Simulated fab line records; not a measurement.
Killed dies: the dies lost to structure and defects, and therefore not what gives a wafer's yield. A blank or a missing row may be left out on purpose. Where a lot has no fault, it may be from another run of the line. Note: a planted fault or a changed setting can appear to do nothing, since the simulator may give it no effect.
Which of the tools did it? | flow nand_harc | 33 wafers from 11 lots sampled at 4 of the route's 1159 steps

WHAT EACH GAUGE READ, for each wafer
NHARC_A_M1_CD_MEAS_09: the cd target is 120 nm. Usual: 120.3 nm for cd_nm, sd 0.41.
lot  | measured     | on        | cd_nm (nm)        | flag
L872 | day 17 21:57 | cd_sem-02 | 120.5 120.3 120.1 |
L874 | day 18 07:00 | cd_sem-02 | 120.1 120.1 120.6 |
L876 | day 18 14:49 | cd_sem-02 | 121.0 120.6 120.1 |
L877 | day 19 05:02 | cd_sem-03 | 120.0 120.9 120.4 |
L878 | day 19 19:06 | cd_sem-03 | 120.3 119.9 119.9 |
L880 | day 20 04:39 | cd_sem-02 | 120.0 119.7 120.6 |
L883 | day 21 04:07 | cd_sem-01 | 127.7 127.4 127.8 | OFF
L885 | day 21 19:47 | cd_sem-01 | 120.0 120.3 120.6 |
L888 | day 22 15:13 | cd_sem-01 | 126.6 126.0 126.0 | OFF
L890 | day 22 15:22 | cd_sem-01 | 120.1 120.4 120.5 |
L891 | day 22 18:29 | cd_sem-03 | 120.5 119.9 120.2 |

WHAT TOOL EACH LOT RAN ON (gives the tool, then ch and the chambers of the sampled wafers, and finally the start)
lot  | NHARC_A_BLC_CVD_24                       | NHARC_A_M0_PRE_CLEAN_31         | NHARC_A_M1_EXPOSE_06
L872 | cvd_w-01 ch 0,1, day 17 20:39 or earlier | pecvd-02 ch 0,1,2, day 17 20:39 | arfi_scanner-02 ch 0, day 17 21:49
L874 | cvd_w-02 ch 0,1, day 18 05:40 or earlier | pecvd-01 ch 1,2, day 18 05:40   | arfi_scanner-03 ch 0, day 18 06:52
L876 | cvd_w-01 ch 0,1, day 18 13:35 or earlier | pecvd-03 ch 0,2, day 18 13:35   | arfi_scanner-03 ch 0, day 18 14:40
L877 | cvd_w-02 ch 0,1, day 19 03:40 or earlier | pecvd-03 ch 0,1,2, day 19 03:40 | arfi_scanner-01 ch 0, day 19 04:53
L878 | cvd_w-01 ch 0,1, day 19 17:47 or earlier | pecvd-01 ch 0,1,2, day 19 17:47 | arfi_scanner-02 ch 0, day 19 18:58
L880 | cvd_w-02 ch 0,1, day 20 03:20 or earlier | pecvd-02 ch 0,1,2, day 20 03:20 | arfi_scanner-01 ch 0, day 20 04:31
L883 | cvd_w-02 ch 0,1, day 21 02:49 or earlier | pecvd-01 ch 0,2, day 21 02:49   | arfi_scanner-02 ch 0, day 21 03:59
L885 | cvd_w-01 ch 0,1, day 21 18:28 or earlier | pecvd-01 ch 1,2, day 21 18:28   | arfi_scanner-01 ch 0, day 21 19:39
L888 | cvd_w-01 ch 1, day 22 13:50 or earlier   | pecvd-01 ch 1,2, day 22 13:50   | arfi_scanner-02 ch 0, day 22 15:05
L890 | cvd_w-02 ch 0,1, day 22 14:01 or earlier | pecvd-03 ch 0,1,2, day 22 14:01 | arfi_scanner-03 ch 0, day 22 15:14
L891 | cvd_w-01 ch 0,1, day 22 17:13 or earlier | pecvd-03 ch 0,1,2, day 22 17:13 | arfi_scanner-03 ch 0, day 22 18:22
- NHARC_A_BLC_CVD_24: deposits W, target thk 150 nm, time 434 s.
- NHARC_A_M0_PRE_CLEAN_31: time 12 s.
- NHARC_A_M1_EXPOSE_06: exposes mask A M1, target cd 120 nm.

AS READ BY THE TOOLS THEMSELVES (means over the sampled wafers that have a number; for cases with no such wafer, the mark the record gives instead)
NHARC_A_BLC_CVD_24. Usual: chamber_pressure_Torr 40.00 Torr, standard deviation 0.097; heater_power_w 457 W, standard deviation 46; susceptor_temp_C 299.99 C, standard deviation 0.17; throttle_valve_pct 8.0 %, standard deviation 0.31.
lot  | tool     | chamber_pressure_Torr (Torr) | heater_power_w (W) | susceptor_temp_C (C) | throttle_valve_pct (%) | flag
L872 | cvd_w-01 | 39.97                        | 447                | 300.06               | 7.9                    |
L874 | cvd_w-02 | 39.98                        | 483                | -                    | 8.3                    | OFF
L876 | cvd_w-01 | 40.02                        | 444                | 299.99               | 8.0                    |
L877 | cvd_w-02 | 39.96                        | 442                | 299.98               | 7.9                    |
L878 | cvd_w-01 | 40.00                        | 454                | 300.01               | 7.8                    |
L880 | cvd_w-02 | 39.95                        | 486                | -                    | 8.2                    | OFF
L883 | cvd_w-02 | 39.93                        | 481                | 300.11               | 8.1                    |
L885 | cvd_w-01 | 39.96                        | 459                | 299.90               | 7.7                    |
L888 | cvd_w-01 | 39.93                        | 459                | 300.15               | 7.3                    |
L890 | cvd_w-02 | 40.02                        | 436                | 299.94               | 8.1                    |
L891 | cvd_w-01 | 40.09                        | 452                | 299.95               | 8.1                    |

NHARC_A_M0_PRE_CLEAN_31. Usual: heater_power_w 650 W, standard deviation 51; susceptor_temp_C 370.02 C, standard deviation 0.21.
lot  | tool     | heater_power_w (W) | susceptor_temp_C (C) | flag
L872 | pecvd-02 | 627                | 370.12               |
L874 | pecvd-01 | 634                | 369.77               |
L876 | pecvd-03 | 674                | 369.95               |
L877 | pecvd-03 | 662                | 369.90               |
L878 | pecvd-01 | 622                | 369.98               |
L880 | pecvd-02 | 646                | 369.82               |
L883 | pecvd-01 | 653                | 370.20               |
L885 | pecvd-01 | 606                | 369.96               |
L888 | pecvd-01 | 642                | 369.94               |
L890 | pecvd-03 | 688                | 370.05               |
L891 | pecvd-03 | 691                | 370.10               |

NHARC_A_M1_EXPOSE_06. Usual: 75.13 for exposure_dose_mJ_cm2, sd 0.079.
lot  | tool            | exposure_dose_mJ_cm2 | flag
L872 | arfi_scanner-02 | 75.08                |
L874 | arfi_scanner-03 | 75.16                |
L876 | arfi_scanner-03 | 75.04                |
L877 | arfi_scanner-01 | 75.07                |
L878 | arfi_scanner-02 | 75.18                |
L880 | arfi_scanner-01 | 75.12                |
L883 | arfi_scanner-02 | 84.48                | OFF
L885 | arfi_scanner-01 | 75.11                |
L888 | arfi_scanner-02 | 82.57                | OFF
L890 | arfi_scanner-03 | 75.11                |
L891 | arfi_scanner-03 | 75.20                |

THE ANSWER, worked out from the rows above alone
Rule: take the mean of a lot's wafers that have a number; if it is more than 3 standard deviations from the usual mean, the lot is off. Also off: a lot with no number at a reading for which 4 or more lots have one. Any other lot the step has rows for is counted as sound. After the gauges, taken in route order, come the tools' own readings; for these a lot's mean is taken, as printed above. The first step at which some lot is off is used, and at that step the reading that is off furthest; a lot without a number counts as furthest.
Off at NHARC_A_M1_CD_MEAS_09 (cd_nm): L883, L888.
A tool fits if, at a process step before that reading, it ran every lot that is off, and no sound lot after the first of them. The gauges at NHARC_A_M1_CD_MEAS_09 aren't tried: what is off there is off at NHARC_A_M1_EXPOSE_06 too, on other tools, and a gauge's error can't cause that. NHARC_A_BLC_CVD_24: start missing for some lots; hours and lot order therefore follow NHARC_A_M0_PRE_CLEAN_31. One fits: NHARC_A_M1_EXPOSE_06 on arfi_scanner-02. A fault onset in the window from L878 (day 19 18:58, its last sound lot) to L883 (day 21 03:59, its first lot off) fits.
On the lots that are off, the tool's own readings at NHARC_A_M1_EXPOSE_06 differ by more than 5 times the standard deviation of the sound lots' means, which bears it out; exposure_dose_mJ_cm2 reads 83.53 there versus 75.12 on the sound lots.

WHAT THE SIMULATOR HAD PUT IN
Process parameters drifting: arfi_scanner-02 at NHARC_A_M1_EXPOSE_06, beginning at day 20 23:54. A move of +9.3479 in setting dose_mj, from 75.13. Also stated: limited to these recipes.
Shown lots that were struck: L883, L888. This agrees with what the rule above found.
